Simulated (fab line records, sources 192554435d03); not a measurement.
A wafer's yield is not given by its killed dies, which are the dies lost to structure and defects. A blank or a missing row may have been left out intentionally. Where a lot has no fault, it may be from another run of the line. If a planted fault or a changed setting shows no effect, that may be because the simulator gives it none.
Matching of chambers    flow n5 finfet    N5_FIN_SAQP_MANDREL2_REMOVE_60 on rie si-01 has 4 sister chambers
The step chemistry HBr/Cl2/O2, target a-Si, stops on SiNx, bt time 10 s. 8 wafers are shown with their chamber, then 7 later ones without.

== EACH WAFER AND ITS CHAMBER ==
wafer   chamber  drypump motor current A (A)  throttle valve pct (%)
L075.4  0        6.0                          36.7
L078.5  2        5.4                          36.7
L082.2  2        5.3                          36.7
L083.1  1        6.3                          36.5
L083.2  3        5.3                          36.6
L083.5  1        6.3                          36.5
L085.1  0        6.0                          36.7
L085.3  3        5.3                          36.7

== WAFERS WITH NO CHAMBER GIVEN ==
wafer   drypump motor current A (A)  throttle valve pct (%)
L085.5  6.0                          36.7
L094.2  5.4                          36.7
L094.4  6.3                          36.5
L094.6  5.4                          36.7
L097.2  6.0                          36.7
L097.3  6.3                          36.5
L097.4  5.3                          36.7

== EACH ONE'S CHAMBER ==
wafer   from the rows above      in truth
L085.5  0                        0
L094.2  can't be placed: 2 or 3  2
L094.4  1                        1
L094.6  can't be placed: 2 or 3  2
L097.2  0                        0
L097.3  1                        1
L097.4  can't be placed: 3 or 2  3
Correct placement for 4 of the 7. These rows do not allow placing 3 (true chamber among the candidates in 3). Placed wrongly: 0.
How it was worked out, from the rows above alone: a wafer's distance from a chamber is the root of the sum, over the readings, of the square of ((its reading less the chamber's mean) divided by the reading's scatter). If the next closest chamber is less than 2 further off than the closest, the wafer can't be placed; otherwise it belongs to the closest. For every chamber, the mean is computed from those of its wafers that are shown. The scatter is the square root of a quotient: the sum, over the shown wafers, of each reading's squared deviation from its chamber's mean, divided by wafers minus chambers.
